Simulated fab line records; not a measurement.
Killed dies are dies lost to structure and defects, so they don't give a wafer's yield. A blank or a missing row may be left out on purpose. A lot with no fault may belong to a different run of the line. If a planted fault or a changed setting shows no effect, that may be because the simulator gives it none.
fab line records ; flow n5_finfet
[record] lots = 24; wafers = 72; last_day = 17
route steps=1938 shown BEOL_M1@811 BEOL_M2@842
lots that met no fault: taken from a fault-free run of the same line
start_h: the number of hours between the record's first day and the start of the first shown wafer of the lot ; wait_h: how many hours have passed since the lot's step before this one ; " same as the row above ; L1.1+2: several wafers, shown together as one row ; - either no value or no given start ; * or withheld: withheld ; < > ~ a bound
route shown NAME@n: NAME is a module with steps in the file, n the number in the route of the first one ; usual: the fault-free wafers' mean and standard deviation ; same: alike in all rows ; chamber/n: place in a boat ; sites: per-site readings ; _std_site: standard deviation of those values ; _edge_site: inner sites' mean taken away from outer sites' mean ; radius_mm: how far each site lies from the wafer's centre ; mask NAME#n: copy n ; behind: the most recent tool/chamber to have shaped the wafer ; hold: why the lot was held/for how many hours/how that ended ; device: the n, p or np transistor that did not switch ; end of line: at the end of the route, the tests of the same wafers ; step lacking rows: just its recipe ; killed: dies lost to structure and defects at the first sort, not the wafer's yield ; map: a wafer's dies, x killed, . not, _ none there
set.NAME: the run value of the setting; set.NAME@STEP: its run value at that earlier step ; model.NAME: the simulator's own value behind a step, which no gauge read
a sample of lots followed through the steps of the route, with each step as a table and each wafer as a row
services: a tool's chamber out of use, with start hour (start_h, from the record's first day; less than 0 if before it), hours out, and reason
[[steps]]
[step N5_BEOL_M1_ALD_84]
[recipe] material = TaN; target_thk_a = *; temp_c = 275; ald_precursor_family = PDMAT; ald_co_reactant = NH3; pressure_torr = 3; carrier_flow_sccm = 1500; pulse_time_s = 2; purge_time_s = 3; co_reactant_purge_time_s = 2; co_reactant_pulse_time_s = 3; ald_cycles = 30; precursor_vessel_temp_c = 75; precursor_vessel_pressure_torr = 26.25; precursor_vessel_carrier_sccm = 1000
[usual] heater_power_w = 408/41
[same] co_reactant_purge_time_s = 2
lot.wafer;tool;chamber;start_h;wait_h;heater_power_w
L074.1;ald_metal-03;0;127.20;0.0;394
L074.2;ald_metal-03;2;127.20;0.0;414
L074.6;ald_metal-03;1;127.20;0.0;375
L075.2;ald_metal-02;0;136.34;0.0;449
L075.3;ald_metal-02;3;136.34;0.0;374
L075.6;ald_metal-02;1;136.34;0.0;379
L076.1;ald_metal-01;2;139.21;0.1;378
L076.3;ald_metal-01;0;139.21;0.1;376
L076.4;ald_metal-01;2;139.21;0.1;390
L077.2;ald_metal-02;1;145.79;0.1;384
L077.3;ald_metal-02;0;145.79;0.1;452
L077.6;ald_metal-02;3;145.79;0.1;386
L078.1;ald_metal-02;0;152.72;0.1;436
L078.2;ald_metal-02;3;152.72;0.1;387
L078.5;ald_metal-02;3;152.72;0.1;380
L079.1;ald_metal-02;3;153.02;0.0;375
L079.5;ald_metal-02;1;153.02;0.0;384
L079.6;ald_metal-02;0;153.02;0.0;442
L080.1;ald_metal-01;1;161.24;0.1;523
L080.2;ald_metal-01;3;161.24;0.1;387
L080.6;ald_metal-01;0;161.24;0.1;387
L081.3;ald_metal-02;3;164.53;0.0;373
L081.4;ald_metal-02;1;164.53;0.0;383
L081.5;ald_metal-02;1;164.53;0.0;387
L082.1;ald_metal-01;2;170.49;0.0;398
L082.3;ald_metal-01;1;170.49;0.0;523
L082.4;ald_metal-01;3;170.49;0.0;385
L083.4;ald_metal-01;2;191.69;0.1;376
L083.5;ald_metal-01;1;191.69;0.1;543
L083.6;ald_metal-01;0;191.69;0.1;385
L084.2;ald_metal-02;0;191.77;0.1;445
L084.4;ald_metal-02;3;191.77;0.1;372
L084.5;ald_metal-02;0;191.77;0.1;432
L085.1;ald_metal-02;2;192.97;0.1;407
L085.3;ald_metal-02;1;192.97;0.1;380
L085.6;ald_metal-02;3;192.97;0.1;375
L086.2;ald_metal-02;3;199.23;0.0;373
L086.4;ald_metal-02;2;199.23;0.0;402
L086.6;ald_metal-02;2;199.23;0.0;393
L087.1;ald_metal-03;2;208.95;0.1;419
L087.3;ald_metal-03;0;208.95;0.1;396
L087.6;ald_metal-03;2;208.95;0.1;422
L088.1;ald_metal-02;3;214.69;0.0;386
L088.5;ald_metal-02;1;214.69;0.0;381
L088.6;ald_metal-02;0;214.69;0.0;437
L089.3;ald_metal-02;1;225.94;0.1;392
L089.4;ald_metal-02;2;225.94;0.1;407
L089.5;ald_metal-02;0;225.94;0.1;438
L090.2;ald_metal-02;3;227.20;0.0;374
L090.5;ald_metal-02;0;227.20;0.0;443
L090.6;ald_metal-02;3;227.20;0.0;381
L091.1;ald_metal-01;3;229.80;0.0;391
L091.2;ald_metal-01;0;229.80;0.0;380
L091.4;ald_metal-01;2;229.80;0.0;390
L092.2;ald_metal-02;2;235.05;0.2;402
L092.3;ald_metal-02;0;235.05;0.2;466
L092.4;ald_metal-02;1;235.05;0.2;388
L093.3;ald_metal-02;3;241.41;0.0;376
L093.4;ald_metal-02;2;241.41;0.0;404
L093.5;ald_metal-02;2;241.41;0.0;409
L094.2;ald_metal-01;0;256.16;0.0;396
L094.3;ald_metal-01;3;256.16;0.0;392
L094.5;ald_metal-01;2;256.16;0.0;385
L095.4;ald_metal-01;2;259.31;0.0;375
L095.5;ald_metal-01;3;259.31;0.0;384
L095.6;ald_metal-01;0;259.31;0.0;380
L096.2;ald_metal-01;2;262.15;0.2;383
L096.3;ald_metal-01;0;262.15;0.2;384
L096.6;ald_metal-01;2;262.15;0.2;387
L097.1;ald_metal-02;1;262.43;0.1;379
L097.3;ald_metal-02;2;262.43;0.1;399
L097.4;ald_metal-02;3;262.43;0.1;372
[step N5_BEOL_M1_SPUTTER_48]
[recipe] material = Cu; target_thk_a = 45; temp_c = -20; chamber_pressure_pa = 0.07; power_w = withheld; time_s = 8.29
[usual] throttle_valve_pct = 30.2/0.91
lot.wafer;tool;chamber;start_h;wait_h;throttle_valve_pct
L074.1;pvd_sputter-03;-;127.89;0.2;30.3
L074.2;pvd_sputter-03;-;127.89;0.2;30.0
L074.6;pvd_sputter-03;-;127.89;0.2;30.1
L075.2;pvd_sputter-02;-;136.89;0.2;28.9
L075.3;pvd_sputter-02;-;136.89;0.2;29.5
L075.6;pvd_sputter-02;-;136.89;0.2;29.4
L076.1;pvd_sputter-02;-;141.35;1.5;29.3
L076.3;pvd_sputter-02;-;141.35;1.5;29.4
L076.4;pvd_sputter-02;-;141.35;1.5;29.7
L077.2;pvd_sputter-03;-;147.68;1.0;29.4
L077.3;pvd_sputter-03;-;147.68;1.0;29.9
L077.6;pvd_sputter-03;-;147.68;1.0;31.5
L078.1;pvd_sputter-01;-;153.22;0.1;31.9
L078.2;pvd_sputter-01;-;153.22;0.1;30.6
L078.5;pvd_sputter-01;-;153.22;0.1;29.4
L079.1;pvd_sputter-03;-;153.72;0.2;30.2
L079.5;pvd_sputter-03;-;153.72;0.2;30.3
L079.6;pvd_sputter-03;-;153.72;0.2;31.7
L080.1;pvd_sputter-03;-;161.75;0.1;29.5
L080.2;pvd_sputter-03;-;161.75;0.1;31.7
L080.6;pvd_sputter-03;-;161.75;0.1;30.2
L081.3;pvd_sputter-03;-;166.03;0.7;30.2
L081.4;pvd_sputter-03;-;166.03;0.7;31.7
L081.5;pvd_sputter-03;-;166.03;0.7;29.4
L082.1;pvd_sputter-01;-;171.36;0.2;31.1
L082.3;pvd_sputter-01;-;171.36;0.2;30.8
L082.4;pvd_sputter-01;-;171.36;0.2;29.5
L083.4;pvd_sputter-03;-;192.34;0.1;31.6
L083.5;pvd_sputter-03;-;192.34;0.1;29.3
L083.6;pvd_sputter-03;-;192.34;0.1;30.3
L084.2;pvd_sputter-01;-;192.56;0.1;29.4
L084.4;pvd_sputter-01;-;192.56;0.1;31.9
L084.5;pvd_sputter-01;-;192.56;0.1;31.9
L085.1;pvd_sputter-03;-;194.18;0.5;30.1
L085.3;pvd_sputter-03;-;194.18;0.5;29.4
L085.6;pvd_sputter-03;-;194.18;0.5;31.6
L086.2;pvd_sputter-02;-;199.71;0.1;29.6
L086.4;pvd_sputter-02;-;199.71;0.1;30.3
L086.6;pvd_sputter-02;-;199.71;0.1;29.1
L087.1;pvd_sputter-02;-;209.45;0.1;29.0
L087.3;pvd_sputter-02;-;209.45;0.1;29.6
L087.6;pvd_sputter-02;-;209.45;0.1;29.0
L088.1;pvd_sputter-03;-;215.24;0.2;29.9
L088.5;pvd_sputter-03;-;215.24;0.2;30.3
L088.6;pvd_sputter-03;-;215.24;0.2;29.5
L089.3;pvd_sputter-03;-;226.55;0.2;29.4
L089.4;pvd_sputter-03;-;226.55;0.2;29.9
L089.5;pvd_sputter-03;-;226.55;0.2;29.8
L090.2;pvd_sputter-02;-;227.71;0.1;30.4
L090.5;pvd_sputter-02;-;227.71;0.1;29.3
L090.6;pvd_sputter-02;-;227.71;0.1;30.3
L091.1;pvd_sputter-02;-;230.55;0.1;30.3
L091.2;pvd_sputter-02;-;230.55;0.1;29.0
L091.4;pvd_sputter-02;-;230.55;0.1;29.2
L092.2;pvd_sputter-01;-;235.71;0.1;29.2
L092.3;pvd_sputter-01;-;235.71;0.1;31.5
L092.4;pvd_sputter-01;-;235.71;0.1;31.0
L093.3;pvd_sputter-03;-;241.87;0.1;30.0
L093.4;pvd_sputter-03;-;241.87;0.1;30.2
L093.5;pvd_sputter-03;-;241.87;0.1;30.6
L094.2;pvd_sputter-01;-;256.78;0.1;29.2
L094.3;pvd_sputter-01;-;256.78;0.1;31.8
L094.5;pvd_sputter-01;-;256.78;0.1;31.3
L095.4;pvd_sputter-03;-;259.85;0.1;30.3
L095.5;pvd_sputter-03;-;259.85;0.1;30.0
L095.6;pvd_sputter-03;-;259.85;0.1;29.5
L096.2;pvd_sputter-03;-;262.79;0.2;29.5
L096.3;pvd_sputter-03;-;262.79;0.2;30.0
L096.6;pvd_sputter-03;-;262.79;0.2;29.2
L097.1;pvd_sputter-02;-;264.35;1.3;29.6
L097.3;pvd_sputter-02;-;264.35;1.3;29.0
L097.4;pvd_sputter-02;-;264.35;1.3;30.4
[step N5_BEOL_M1_SPUTTER_86]
[recipe] material = Cu; target_thk_a = 45; temp_c = -20; chamber_pressure_pa = 0.07; power_w = withheld; time_s = 8.29
[usual] throttle_valve_pct = 30.2/0.91
lot.wafer;tool;chamber;start_h;wait_h;throttle_valve_pct
L074.1;pvd_sputter-03;-;129.21;0.1;30.1
L074.2;pvd_sputter-03;-;129.21;0.1;30.2
L074.6;pvd_sputter-03;-;129.21;0.1;30.1
L075.2;pvd_sputter-02;-;137.55;0.1;29.2
L075.3;pvd_sputter-02;-;137.55;0.1;29.8
L075.6;pvd_sputter-02;-;137.55;0.1;29.7
L076.1;pvd_sputter-02;-;142.01;0.1;28.9
L076.3;pvd_sputter-02;-;142.01;0.1;29.5
L076.4;pvd_sputter-02;-;142.01;0.1;29.4
L077.2;pvd_sputter-03;-;148.34;0.1;29.5
L077.3;pvd_sputter-03;-;148.34;0.1;29.9
L077.6;pvd_sputter-03;-;148.34;0.1;31.6
L078.1;pvd_sputter-01;-;153.88;0.1;31.7
L078.2;pvd_sputter-01;-;153.88;0.1;30.8
L078.5;pvd_sputter-01;-;153.88;0.1;29.6
L079.1;pvd_sputter-03;-;154.38;0.1;29.9
L079.5;pvd_sputter-03;-;154.38;0.1;30.2
L079.6;pvd_sputter-03;-;154.38;0.1;31.7
L080.1;pvd_sputter-03;-;162.41;0.1;29.3
L080.2;pvd_sputter-03;-;162.41;0.1;31.5
L080.6;pvd_sputter-03;-;162.41;0.1;30.2
L081.3;pvd_sputter-03;-;166.69;0.1;30.0
L081.4;pvd_sputter-03;-;166.69;0.1;31.9
L081.5;pvd_sputter-03;-;166.69;0.1;29.3
L082.1;pvd_sputter-01;-;172.02;0.1;31.0
L082.3;pvd_sputter-01;-;172.02;0.1;30.8
L082.4;pvd_sputter-01;-;172.02;0.1;29.6
L083.4;pvd_sputter-03;-;193.00;0.1;32.0
L083.5;pvd_sputter-03;-;193.00;0.1;29.5
L083.6;pvd_sputter-03;-;193.00;0.1;30.2
L084.2;pvd_sputter-01;-;193.22;0.1;29.4
L084.4;pvd_sputter-01;-;193.22;0.1;31.9
L084.5;pvd_sputter-01;-;193.22;0.1;31.6
L085.1;pvd_sputter-03;-;194.84;0.1;30.2
L085.3;pvd_sputter-03;-;194.84;0.1;29.0
L085.6;pvd_sputter-03;-;194.84;0.1;31.6
L086.2;pvd_sputter-02;-;200.37;0.1;29.6
L086.4;pvd_sputter-02;-;200.37;0.1;30.5
L086.6;pvd_sputter-02;-;200.37;0.1;29.1
L087.1;pvd_sputter-02;-;210.11;0.1;29.0
L087.3;pvd_sputter-02;-;210.11;0.1;29.7
L087.6;pvd_sputter-02;-;210.11;0.1;29.1
L088.1;pvd_sputter-03;-;215.90;0.1;30.0
L088.5;pvd_sputter-03;-;215.90;0.1;30.0
L088.6;pvd_sputter-03;-;215.90;0.1;29.4
L089.3;pvd_sputter-03;-;227.21;0.1;29.4
L089.4;pvd_sputter-03;-;227.21;0.1;30.0
L089.5;pvd_sputter-03;-;227.21;0.1;30.1
L090.2;pvd_sputter-02;-;228.37;0.1;30.0
L090.5;pvd_sputter-02;-;228.37;0.1;29.9
L090.6;pvd_sputter-02;-;228.37;0.1;30.2
L091.1;pvd_sputter-02;-;231.21;0.1;30.4
L091.2;pvd_sputter-02;-;231.21;0.1;29.1
L091.4;pvd_sputter-02;-;231.21;0.1;29.5
L092.2;pvd_sputter-01;-;236.37;0.1;29.4
L092.3;pvd_sputter-01;-;236.37;0.1;31.8
L092.4;pvd_sputter-01;-;236.37;0.1;30.9
L093.3;pvd_sputter-03;-;242.59;0.1;30.1
L093.4;pvd_sputter-03;-;242.59;0.1;30.0
L093.5;pvd_sputter-03;-;242.59;0.1;30.3
L094.2;pvd_sputter-01;-;257.44;0.1;29.2
L094.3;pvd_sputter-01;-;257.44;0.1;31.9
L094.5;pvd_sputter-01;-;257.44;0.1;30.7
L095.4;pvd_sputter-03;-;260.51;0.1;30.0
L095.5;pvd_sputter-03;-;260.51;0.1;30.1
L095.6;pvd_sputter-03;-;260.51;0.1;29.4
L096.2;pvd_sputter-03;-;263.45;0.1;29.4
L096.3;pvd_sputter-03;-;263.45;0.1;30.2
L096.6;pvd_sputter-03;-;263.45;0.1;29.2
L097.1;pvd_sputter-02;-;265.01;0.1;29.5
L097.3;pvd_sputter-02;-;265.01;0.1;29.0
L097.4;pvd_sputter-02;-;265.01;0.1;30.3
[step N5_BEOL_M1_SPUTTER_90]
[recipe] material = Cu; target_thk_a = 45; temp_c = -20; chamber_pressure_pa = 0.07; power_w = withheld; time_s = 8.29
[usual] throttle_valve_pct = 30.2/0.92
lot.wafer;tool;chamber;start_h;wait_h;throttle_valve_pct
L074.1;pvd_sputter-03;-;130.09;0.1;30.2
L074.2;pvd_sputter-03;-;130.09;0.1;30.2
L074.6;pvd_sputter-03;-;130.09;0.1;30.1
L075.2;pvd_sputter-02;-;137.99;0.1;29.0
L075.3;pvd_sputter-02;-;137.99;0.1;29.7
L075.6;pvd_sputter-02;-;137.99;0.1;29.5
L076.1;pvd_sputter-02;-;142.45;0.1;28.8
L076.3;pvd_sputter-02;-;142.45;0.1;29.6
L076.4;pvd_sputter-02;-;142.45;0.1;29.2
L077.2;pvd_sputter-03;-;148.78;0.1;29.4
L077.3;pvd_sputter-03;-;148.78;0.1;30.3
L077.6;pvd_sputter-03;-;148.78;0.1;31.7
L078.1;pvd_sputter-01;-;154.32;0.1;31.5
L078.2;pvd_sputter-01;-;154.32;0.1;30.5
L078.5;pvd_sputter-01;-;154.32;0.1;29.4
L079.1;pvd_sputter-03;-;154.82;0.1;30.2
L079.5;pvd_sputter-03;-;154.82;0.1;30.0
L079.6;pvd_sputter-03;-;154.82;0.1;31.6
L080.1;pvd_sputter-03;-;162.85;0.1;29.7
L080.2;pvd_sputter-03;-;162.85;0.1;31.7
L080.6;pvd_sputter-03;-;162.85;0.1;30.3
L081.3;pvd_sputter-03;-;167.13;0.1;30.1
L081.4;pvd_sputter-03;-;167.13;0.1;31.5
L081.5;pvd_sputter-03;-;167.13;0.1;29.6
L082.1;pvd_sputter-01;-;172.46;0.1;30.8
L082.3;pvd_sputter-01;-;172.46;0.1;30.7
L082.4;pvd_sputter-01;-;172.46;0.1;29.6
L083.4;pvd_sputter-03;-;193.44;0.1;31.7
L083.5;pvd_sputter-03;-;193.44;0.1;29.1
L083.6;pvd_sputter-03;-;193.44;0.1;30.0
L084.2;pvd_sputter-01;-;193.66;0.1;29.4
L084.4;pvd_sputter-01;-;193.66;0.1;32.0
L084.5;pvd_sputter-01;-;193.66;0.1;31.7
L085.1;pvd_sputter-03;-;195.28;0.1;30.4
L085.3;pvd_sputter-03;-;195.28;0.1;29.4
L085.6;pvd_sputter-03;-;195.28;0.1;31.6
L086.2;pvd_sputter-02;-;200.81;0.1;29.3
L086.4;pvd_sputter-02;-;200.81;0.1;30.3
L086.6;pvd_sputter-02;-;200.81;0.1;29.1
L087.1;pvd_sputter-02;-;210.55;0.1;28.9
L087.3;pvd_sputter-02;-;210.55;0.1;29.6
L087.6;pvd_sputter-02;-;210.55;0.1;29.1
L088.1;pvd_sputter-03;-;216.34;0.1;30.1
L088.5;pvd_sputter-03;-;216.34;0.1;30.2
L088.6;pvd_sputter-03;-;216.34;0.1;29.3
L089.3;pvd_sputter-03;-;227.65;0.1;29.4
L089.4;pvd_sputter-03;-;227.65;0.1;29.9
L089.5;pvd_sputter-03;-;227.65;0.1;30.2
L090.2;pvd_sputter-02;-;228.81;0.1;30.1
L090.5;pvd_sputter-02;-;228.81;0.1;29.8
L090.6;pvd_sputter-02;-;228.81;0.1;30.1
L091.1;pvd_sputter-02;-;231.65;0.1;30.4
L091.2;pvd_sputter-02;-;231.65;0.1;29.1
L091.4;pvd_sputter-02;-;231.65;0.1;29.3
L092.2;pvd_sputter-01;-;236.81;0.1;29.8
L092.3;pvd_sputter-01;-;236.81;0.1;31.9
L092.4;pvd_sputter-01;-;236.81;0.1;30.9
L093.3;pvd_sputter-03;-;243.07;0.1;30.3
L093.4;pvd_sputter-03;-;243.07;0.1;30.0
L093.5;pvd_sputter-03;-;243.07;0.1;30.2
L094.2;pvd_sputter-01;-;257.88;0.1;29.4
L094.3;pvd_sputter-01;-;257.88;0.1;32.1
L094.5;pvd_sputter-01;-;257.88;0.1;30.7
L095.4;pvd_sputter-03;-;260.95;0.1;29.9
L095.5;pvd_sputter-03;-;260.95;0.1;30.2
L095.6;pvd_sputter-03;-;260.95;0.1;29.5
L096.2;pvd_sputter-03;-;263.89;0.1;29.3
L096.3;pvd_sputter-03;-;263.89;0.1;30.0
L096.6;pvd_sputter-03;-;263.89;0.1;29.4
L097.1;pvd_sputter-02;-;265.45;0.1;29.5
L097.3;pvd_sputter-02;-;265.45;0.1;29.0
L097.4;pvd_sputter-02;-;265.45;0.1;30.1
[step N5_BEOL_M1_SPUTTER_92]
[recipe] material = Cu; target_thk_a = 45; temp_c = -20; chamber_pressure_pa = 0.07; power_w = withheld; time_s = 8.29
[usual] throttle_valve_pct = 30.2/0.92
lot.wafer;tool;chamber;start_h;wait_h;throttle_valve_pct
L074.1;pvd_sputter-03;-;130.53;0.1;30.3
L074.2;pvd_sputter-03;-;130.53;0.1;30.1
L074.6;pvd_sputter-03;-;130.53;0.1;30.2
L075.2;pvd_sputter-02;-;138.21;0.1;29.2
L075.3;pvd_sputter-02;-;138.21;0.1;29.5
L075.6;pvd_sputter-02;-;138.21;0.1;29.3
L076.1;pvd_sputter-02;-;142.67;0.1;29.4
L076.3;pvd_sputter-02;-;142.67;0.1;29.6
L076.4;pvd_sputter-02;-;142.67;0.1;29.1
L077.2;pvd_sputter-03;-;149.00;0.1;29.3
L077.3;pvd_sputter-03;-;149.00;0.1;30.2
L077.6;pvd_sputter-03;-;149.00;0.1;31.7
L078.1;pvd_sputter-01;-;154.54;0.1;32.1
L078.2;pvd_sputter-01;-;154.54;0.1;30.8
L078.5;pvd_sputter-01;-;154.54;0.1;29.6
L079.1;pvd_sputter-03;-;155.04;0.1;29.9
L079.5;pvd_sputter-03;-;155.04;0.1;30.4
L079.6;pvd_sputter-03;-;155.04;0.1;31.7
L080.1;pvd_sputter-03;-;163.07;0.1;29.3
L080.2;pvd_sputter-03;-;163.07;0.1;31.4
L080.6;pvd_sputter-03;-;163.07;0.1;30.2
L081.3;pvd_sputter-03;-;167.35;0.1;30.1
L081.4;pvd_sputter-03;-;167.35;0.1;31.5
L081.5;pvd_sputter-03;-;167.35;0.1;29.4
L082.1;pvd_sputter-01;-;172.68;0.1;31.1
L082.3;pvd_sputter-01;-;172.68;0.1;30.5
L082.4;pvd_sputter-01;-;172.68;0.1;29.6
L083.4;pvd_sputter-03;-;193.66;0.1;31.6
L083.5;pvd_sputter-03;-;193.66;0.1;29.3
L083.6;pvd_sputter-03;-;193.66;0.1;30.3
L084.2;pvd_sputter-01;-;193.88;0.1;29.7
L084.4;pvd_sputter-01;-;193.88;0.1;31.7
L084.5;pvd_sputter-01;-;193.88;0.1;31.8
L085.1;pvd_sputter-03;-;195.50;0.1;30.2
L085.3;pvd_sputter-03;-;195.50;0.1;29.2
L085.6;pvd_sputter-03;-;195.50;0.1;31.7
L086.2;pvd_sputter-02;-;201.03;0.1;29.5
L086.4;pvd_sputter-02;-;201.03;0.1;30.2
L086.6;pvd_sputter-02;-;201.03;0.1;28.9
L087.1;pvd_sputter-02;-;210.77;0.1;28.9
L087.3;pvd_sputter-02;-;210.77;0.1;29.4
L087.6;pvd_sputter-02;-;210.77;0.1;29.1
L088.1;pvd_sputter-03;-;216.56;0.1;30.0
L088.5;pvd_sputter-03;-;216.56;0.1;30.0
L088.6;pvd_sputter-03;-;216.56;0.1;29.2
L089.3;pvd_sputter-03;-;227.87;0.1;29.3
L089.4;pvd_sputter-03;-;227.87;0.1;30.2
L089.5;pvd_sputter-03;-;227.87;0.1;30.3
L090.2;pvd_sputter-02;-;229.03;0.1;30.2
L090.5;pvd_sputter-02;-;229.03;0.1;29.5
L090.6;pvd_sputter-02;-;229.03;0.1;30.3
L091.1;pvd_sputter-02;-;231.87;0.1;30.2
L091.2;pvd_sputter-02;-;231.87;0.1;29.3
L091.4;pvd_sputter-02;-;231.87;0.1;29.1
L092.2;pvd_sputter-01;-;237.03;0.1;29.4
L092.3;pvd_sputter-01;-;237.03;0.1;31.8
L092.4;pvd_sputter-01;-;237.03;0.1;31.1
L093.3;pvd_sputter-03;-;243.30;0.1;30.4
L093.4;pvd_sputter-03;-;243.30;0.1;30.3
L093.5;pvd_sputter-03;-;243.30;0.1;30.3
L094.2;pvd_sputter-01;-;258.10;0.1;29.3
L094.3;pvd_sputter-01;-;258.10;0.1;31.8
L094.5;pvd_sputter-01;-;258.10;0.1;30.9
L095.4;pvd_sputter-03;-;261.17;0.1;30.3
L095.5;pvd_sputter-03;-;261.17;0.1;30.2
L095.6;pvd_sputter-03;-;261.17;0.1;29.2
L096.2;pvd_sputter-03;-;264.11;0.1;29.3
L096.3;pvd_sputter-03;-;264.11;0.1;30.2
L096.6;pvd_sputter-03;-;264.11;0.1;29.4
L097.1;pvd_sputter-02;-;265.67;0.1;29.6
L097.3;pvd_sputter-02;-;265.67;0.1;29.1
L097.4;pvd_sputter-02;-;265.67;0.1;30.1
[step N5_BEOL_M2_THK_MEAS_01]
[recipe] reads = SiOC_of_BEOL_M2_ILD_DEP_00
[usual] M2_ILD_THK = 78.6/1.1
lot.wafer;tool;chamber;start_h;wait_h;M2_ILD_THK[nm]
L074.1;film_metro-01;-;132.74;0.0;78.6
L074.2;film_metro-01;-;132.74;0.0;77.5
L074.6;film_metro-01;-;132.74;0.0;79.6
L075.2;film_metro-02;-;139.89;0.1;77.9
L075.3;film_metro-02;-;139.89;0.1;78.1
L075.6;film_metro-02;-;139.89;0.1;78.4
L076.1;film_metro-02;-;144.54;0.0;78.7
L076.3;film_metro-02;-;144.54;0.0;78.0
L076.4;film_metro-02;-;144.54;0.0;80.5
L077.2;film_metro-02;-;150.69;0.1;76.9
L077.3;film_metro-02;-;150.69;0.1;77.5
L077.6;film_metro-02;-;150.69;0.1;77.8
L078.1;film_metro-02;-;156.24;0.0;77.8
L078.2;film_metro-02;-;156.24;0.0;76.5
L078.5;film_metro-02;-;156.24;0.0;79.4
L079.1;film_metro-02;-;156.66;0.0;78.8
L079.5;film_metro-02;-;156.66;0.0;79.1
L079.6;film_metro-02;-;156.66;0.0;77.5
L080.1;film_metro-02;-;164.68;0.0;79.9
L080.2;film_metro-02;-;164.68;0.0;78.6
L080.6;film_metro-02;-;164.68;0.0;81.0
L081.3;film_metro-02;-;169.02;0.1;76.6
L081.4;film_metro-02;-;169.02;0.1;78.2
L081.5;film_metro-02;-;169.02;0.1;77.0
L082.1;film_metro-02;-;174.32;0.0;77.8
L082.3;film_metro-02;-;174.32;0.0;78.1
L082.4;film_metro-02;-;174.32;0.0;78.3
L083.4;film_metro-02;-;195.54;0.0;78.0
L083.5;film_metro-02;-;195.54;0.0;79.0
L083.6;film_metro-02;-;195.54;0.0;79.1
L084.2;film_metro-02;-;195.55;0.1;76.3
L084.4;film_metro-02;-;195.55;0.1;78.5
L084.5;film_metro-02;-;195.55;0.1;77.1
L085.1;film_metro-02;-;197.48;0.0;78.6
L085.3;film_metro-02;-;197.48;0.0;78.4
L085.6;film_metro-02;-;197.48;0.0;78.1
L086.2;film_metro-02;-;202.92;0.1;79.6
L086.4;film_metro-02;-;202.92;0.1;81.0
L086.6;film_metro-02;-;202.92;0.1;80.3
L087.1;film_metro-02;-;212.40;0.1;79.6
L087.3;film_metro-02;-;212.40;0.1;80.3
L087.6;film_metro-02;-;212.40;0.1;79.5
L088.1;film_metro-02;-;218.20;0.1;78.1
L088.5;film_metro-02;-;218.20;0.1;78.5
L088.6;film_metro-02;-;218.20;0.1;79.4
L089.3;film_metro-01;-;229.49;0.1;78.3
L089.4;film_metro-01;-;229.49;0.1;77.3
L089.5;film_metro-01;-;229.49;0.1;78.9
L090.2;film_metro-02;-;230.65;0.1;77.8
L090.5;film_metro-02;-;230.65;0.1;78.3
L090.6;film_metro-02;-;230.65;0.1;78.0
L091.1;film_metro-01;-;233.53;0.0;78.1
L091.2;film_metro-01;-;233.53;0.0;79.9
L091.4;film_metro-01;-;233.53;0.0;78.8
L092.2;film_metro-02;-;238.88;0.1;77.3
L092.3;film_metro-02;-;238.88;0.1;79.5
L092.4;film_metro-02;-;238.88;0.1;80.8
L093.3;film_metro-01;-;244.97;0.1;76.7
L093.4;film_metro-01;-;244.97;0.1;78.6
L093.5;film_metro-01;-;244.97;0.1;80.1
L094.2;film_metro-02;-;259.72;0.1;77.9
L094.3;film_metro-02;-;259.72;0.1;77.9
L094.5;film_metro-02;-;259.72;0.1;78.0
L095.4;film_metro-01;-;262.79;0.0;80.7
L095.5;film_metro-01;-;262.79;0.0;79.4
L095.6;film_metro-01;-;262.79;0.0;79.6
L096.2;film_metro-02;-;265.74;0.1;79.1
L096.3;film_metro-02;-;265.74;0.1;78.6
L096.6;film_metro-02;-;265.74;0.1;79.6
L097.1;film_metro-02;-;267.30;0.1;76.0
L097.3;film_metro-02;-;267.30;0.1;78.4
L097.4;film_metro-02;-;267.30;0.1;77.9
[[services]]
tool;chamber;start_h;hours;kind
pvd_sputter-01;-;107.88;1.9;repair
pvd_sputter-03;-;117.71;8.4;repair
ald_metal-01;3;131.61;8.5;repair
ald_metal-01;1;152.62;6.5;repair
pvd_sputter-03;-;169.46;17.4;repair
ald_metal-02;3;170.39;7.1;repair
ald_metal-01;1;252.08;4.1;repair
ald_metal-03;-;259.98;8.7;pm
pvd_sputter-01;-;265.60;4.9;repair
[[key]]
fault none
